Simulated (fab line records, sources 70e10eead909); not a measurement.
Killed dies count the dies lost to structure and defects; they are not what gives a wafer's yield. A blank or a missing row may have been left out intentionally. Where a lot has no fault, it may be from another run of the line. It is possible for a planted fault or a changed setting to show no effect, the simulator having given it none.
Which of the tools did it? ; flow nand_harc ; Sampling: 11 lots, 33 wafers, 5 of 1302 route steps

WHAT THE GAUGES SHOWED, per wafer
NHARC_END_SORT_01. Usual: defect_limited_yield 91.5 %, standard deviation 2.7; killed_at_array 52, standard deviation 19; killed_at_other 0.9, standard deviation 1.3; killed_at_periphery 4, standard deviation 3.1; killed_dies 57, standard deviation 18; killed_open 3.2, standard deviation 1.7; killed_short 2.3, standard deviation 1.4; sort_bin_2_pct 2.9 %, standard deviation 1.2; sort_bin_3_pct 0.6 %, standard deviation 0.42; sort_bin_4_pct 4.9 %, standard deviation 1.5; sort_n_pass 620, standard deviation 18; sort_rim_yield_pct 93 %, standard deviation 4.3; sort_yield_pct 91.5 %, standard deviation 2.7.
lot;measured;on;defect_limited_yield (%);killed_at_array;killed_at_other;killed_at_periphery;killed_dies;killed_open;killed_short;sort_bin_2_pct (%);sort_bin_3_pct (%);sort_bin_4_pct (%);sort_n_pass;sort_rim_yield_pct (%);sort_yield_pct (%);flag
L607;day 28 06:58;prober-02;90.5 91.7 90.1;64 55 61;0 0 3;0 1 3;64 56 67;3 1 3;3 1 0;4.1 2.5 3.0;0.6 0.3 0.9;4.7 5.5 6.1;613 621 610;97 92 97;90.5 91.7 90.1;

TOOL THAT RAN EACH LOT (tool first, then ch and the chambers of the sampled wafers, then the start)
lot;NHARC_P_M0_STRIP_18;NHARC_P_M0_DEGAS_28;NHARC_P_M0_ANNEAL_30;NHARC_P_M1_SOFTBAKE_04
L598;rie_diel-09 ch 1,2,3, day 6 14:42;pvd_sputter-02, day 6 15:14;rtp_anneal-01 ch 0, day 6 15:59;litho_track-01 ch 0, day 6 17:00
L599;rie_diel-08 ch 0,3, day 6 19:21;pvd_sputter-02, day 6 19:53;rtp_anneal-02 ch 0, day 6 20:36;litho_track-06 ch 0, day 6 22:00
L600;rie_diel-08 ch 0,2,3, day 7 06:46;pvd_sputter-02, day 7 07:17;rtp_anneal-02 ch 0, day 7 08:02;litho_track-06 ch 0, day 7 09:00
L601;rie_diel-08 ch 0,2, day 8 03:08;pvd_sputter-01, day 8 03:40;rtp_anneal-01 ch 0, day 8 04:23;litho_track-04 ch 0, day 8 06:00
L606;rie_diel-09 ch 1,2, day 9 21:32;pvd_sputter-01, day 9 22:05;rtp_anneal-01 ch 0, day 9 22:54;litho_track-06 ch 0, day 10 00:00
L607;rie_diel-08 ch 0,2,3, day 10 05:35;pvd_sputter-01, day 10 06:08;rtp_anneal-01 ch 0, day 10 06:54;litho_track-06 ch 0, day 10 08:00
L608;rie_diel-08 ch 0,1, day 10 17:29;pvd_sputter-02, day 10 18:01;rtp_anneal-02 ch 0, day 10 18:53;litho_track-04 ch 0, day 10 20:00
L609;rie_diel-09 ch 1,2,3, day 11 00:17;pvd_sputter-02, day 11 00:49;rtp_anneal-02 ch 0, day 11 01:33;litho_track-04 ch 0, day 11 03:00
L612;rie_diel-13 ch 1,2,3, day 12 00:36;pvd_sputter-03, day 12 01:04;rtp_anneal-02 ch 0, day 12 01:56;litho_track-04 ch 0, day 12 03:00
L617;rie_diel-08 ch 0,1,2, day 14 16:35;pvd_sputter-01, day 14 17:07;rtp_anneal-02 ch 0, day 14 17:53;litho_track-06 ch 0, day 14 19:00
L619;rie_diel-09 ch 1,3, day 15 09:00;pvd_sputter-02, day 15 09:32;rtp_anneal-02 ch 0, day 15 10:16;litho_track-06 ch 0, day 15 12:00
- NHARC_P_M0_STRIP_18: strips in N2/H2.
- NHARC_P_M0_DEGAS_28: time 60 s.
- NHARC_P_M0_ANNEAL_30: time 90 s.
- NHARC_P_M1_SOFTBAKE_04: time 55 s.

AS READ BY THE TOOLS THEMSELVES (means over the sampled wafers that have a number; for cases with no such wafer, the mark the record gives instead)
NHARC_P_M0_STRIP_18. Usual: drypump_motor_current_A is 5.8 A with standard deviation 0.5, h2_flow_sccm is 149.9 sccm with standard deviation 0.44, mfc_ar_sccm is 0.008 sccm with standard deviation 0.011, oes_product_au is 1.004 a.u. with standard deviation 0.0096, rf_vpp_V is 90.7 V with standard deviation 0.85, showerhead_plenum_p_Torr is 2.07 Torr with standard deviation 0.081, and throttle_valve_pct is 14.172 % with standard deviation 0.0092.
lot;tool;drypump_motor_current_A (A);h2_flow_sccm (sccm);mfc_ar_sccm (sccm);oes_product_au (a.u.);rf_vpp_V (V);showerhead_plenum_p_Torr (Torr);throttle_valve_pct (%);flag
L598;rie_diel-09;6.0;150.2;0.008;1.010;90.8;2.07;14.171;
L599;rie_diel-08;5.5;149.9;0.000;1.007;91.3;2.10;14.168;
L600;rie_diel-08;5.7;149.8;0.000;1.013;90.5;2.10;14.169;
L601;rie_diel-08;6.1;149.7;0.000;1.011;90.2;2.09;14.174;
L606;rie_diel-09;6.5;149.9;0.008;1.000;91.1;2.12;14.177;
L607;rie_diel-08;5.7;150.0;0.000;1.007;91.6;2.09;14.164;
L608;rie_diel-08;6.0;149.9;0.019;1.005;90.3;1.97;14.172;
L609;rie_diel-09;6.0;149.4;0.008;1.012;89.9;2.06;14.177;
L612;rie_diel-13;5.5;149.8;0.007;1.000;90.3;2.10;14.168;
L617;rie_diel-08;6.0;149.7;0.009;0.999;90.0;2.02;14.184;
L619;rie_diel-09;6.0;149.6;0.000;1.008;90.5;2.11;14.180;

NHARC_P_M0_DEGAS_28. Usual: 329 W for heater_power_w, sd 30.
lot;tool;heater_power_w (W);flag
L598;pvd_sputter-02;335;
L599;pvd_sputter-02;338;
L600;pvd_sputter-02;337;
L601;pvd_sputter-01;318;
L606;pvd_sputter-01;311;
L607;pvd_sputter-01;312;
L608;pvd_sputter-02;345;
L609;pvd_sputter-02;316;
L612;pvd_sputter-03;319;
L617;pvd_sputter-01;312;
L619;pvd_sputter-02;339;

NHARC_P_M0_ANNEAL_30. Usual: 226.18 for wafer_temp_C_max, sd 0.28.
lot;tool;wafer_temp_C_max;flag
L598;rtp_anneal-01;226.23;
L599;rtp_anneal-02;226.00;
L600;rtp_anneal-02;226.11;
L601;rtp_anneal-01;226.34;
L606;rtp_anneal-01;226.29;
L607;rtp_anneal-01;226.11;
L608;rtp_anneal-02;226.00;
L609;rtp_anneal-02;225.93;
L612;rtp_anneal-02;226.07;
L617;rtp_anneal-02;226.49;
L619;rtp_anneal-02;226.12;

NHARC_P_M1_SOFTBAKE_04. Usual: exhaust_pa 45.0 Pa, standard deviation 0.95; heater_power_total_W 188.45 W, standard deviation 0.13; plate_temp_C 105.01 C, standard deviation 0.14.
lot;tool;exhaust_pa (Pa);heater_power_total_W (W);plate_temp_C (C);flag
L598;litho_track-01;44.4;188.38;104.90;
L599;litho_track-06;44.4;188.38;105.07;
L600;litho_track-06;46.6;188.40;105.05;
L601;litho_track-04;45.5;188.46;105.00;
L606;litho_track-06;45.6;188.33;105.02;
L607;litho_track-06;44.9;188.49;105.09;
L608;litho_track-04;45.5;188.50;105.23;
L609;litho_track-04;44.9;188.51;104.88;
L612;litho_track-04;44.1;188.53;105.00;
L617;litho_track-06;45.0;176.70;105.02;OFF
L619;litho_track-06;45.6;176.54;104.80;OFF

THE ANSWER, worked out from the rows above alone
Rule: a lot counts as off when the mean over its wafers that have a number is more than 3 standard deviations away from the usual mean. A lot without any number at a reading at which 4 lots or more have one is off too. Any other lot the step has rows for is counted as sound. Order of review: gauges by route order, followed by the tools' own readings, for which a lot's mean as printed above is used. At the first step where some lot is off, the reading lying furthest off is the one used; lots without a number count as furthest.
Off: L617, L619, at NHARC_P_M1_SOFTBAKE_04 (heater_power_total_W).
If a tool, at that step or one of the process steps before it, ran each lot that is off and ran no sound lot following the first of them, it fits. 2 tools fit, rtp_anneal-02 at NHARC_P_M0_ANNEAL_30 and litho_track-06 at NHARC_P_M1_SOFTBAKE_04, so this cannot tell which one it is.

WHAT HAD BEEN PUT IN BY THE SIMULATOR
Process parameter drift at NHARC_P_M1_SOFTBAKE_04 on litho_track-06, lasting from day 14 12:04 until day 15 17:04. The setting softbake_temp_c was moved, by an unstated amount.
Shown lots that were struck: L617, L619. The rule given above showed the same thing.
